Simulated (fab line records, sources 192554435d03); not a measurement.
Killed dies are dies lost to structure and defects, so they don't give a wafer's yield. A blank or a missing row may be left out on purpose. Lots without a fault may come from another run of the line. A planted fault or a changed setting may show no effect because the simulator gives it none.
Chamber matching | flow n5_finfet | N5_MOL_CONTACT_COAG_ALD_27 on ald_sin-01: 4 sister chambers
The step deposits SiOC, target thk 17 nm, pulse time 1.5 s, time 2720 s. 16 wafers are shown with their chamber, then 8 later ones without.

WAFERS WITH THEIR CHAMBER
wafer  | chamber | heater_power_outer_w (W) | heater_power_w (W) | precursor_pulse_height_rel
L075.2 | 3       | 506                      | 869                | 0.998
L075.3 | 1       | 495                      | 782                | 1.005
L075.5 | 1       | 496                      | 795                | 0.999
L078.1 | 1       | 499                      | 786                | 0.996
L078.3 | 0       | 524                      | 817                | 0.983
L078.4 | 2       | 540                      | 836                | 1.018
L084.1 | 0       | 520                      | 826                | 0.975
L084.5 | 0       | 529                      | 796                | 0.982
L084.6 | 1       | 497                      | 770                | 0.977
L088.3 | 1       | 502                      | 810                | 0.990
L088.5 | 3       | 517                      | 855                | 1.020
L088.6 | 1       | 514                      | 838                | 1.018
L089.1 | 2       | 528                      | 836                | 1.016
L089.3 | 1       | 496                      | 798                | 0.983
L089.6 | 3       | 507                      | 894                | 1.009
L090.1 | 1       | 486                      | 808                | 1.007

SIGNATURES (means of the wafers above)
reading                    | chamber 0 | chamber 1 | chamber 2 | chamber 3 | scatter within a chamber
heater_power_outer_w       | 524.33    | 498.12    | 534.00    | 510.00    | 7.2
heater_power_w             | 813.00    | 798.38    | 836.00    | 872.67    | 18.9
precursor_pulse_height_rel | 0.98000   | 0.99687   | 1.01700   | 1.00900   | 0.0113
Rule: a wafer's distance from a chamber is the root of the sum, over the readings, of the square of ((its reading less the chamber's mean) divided by the reading's scatter). The wafer belongs to the nearest chamber; if the next one is less than 2 further off, it can't be placed. The scatter: the root of (the sum of the squares of (reading less its chamber's mean) over the shown wafers, divided by (wafers less chambers)).

WAFERS WITHOUT THEIR CHAMBER
wafer  | heater_power_outer_w (W) | heater_power_w (W) | precursor_pulse_height_rel
L090.3 | 548                      | 837                | 0.997
L090.5 | 512                      | 866                | 1.004
L093.1 | 513                      | 833                | 0.989
L093.3 | 506                      | 882                | 1.003
L093.5 | 515                      | 854                | 1.005
L097.1 | 508                      | 813                | 1.014
L097.3 | 512                      | 877                | 0.974
L097.6 | 494                      | 802                | 0.994

WHICH CHAMBER EACH WENT THROUGH
wafer  | from the rows above               | in truth
L090.3 | can't be placed: 2 or 0           | 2
L090.5 | 3                                 | 3
L093.1 | can't be placed: 0 or 3 or 1 or 2 | 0
L093.3 | 3                                 | 3
L093.5 | can't be placed: 3 or 2           | 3
L097.1 | can't be placed: 1 or 3 or 0 or 2 | 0
L097.3 | can't be placed: 3 or 0 or 1      | 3
L097.6 | 1                                 | 1
Placed correctly: 3 of 8. Can't be placed from these rows: 5 (the true chamber is among the candidates in 5). Placed wrongly: 0.
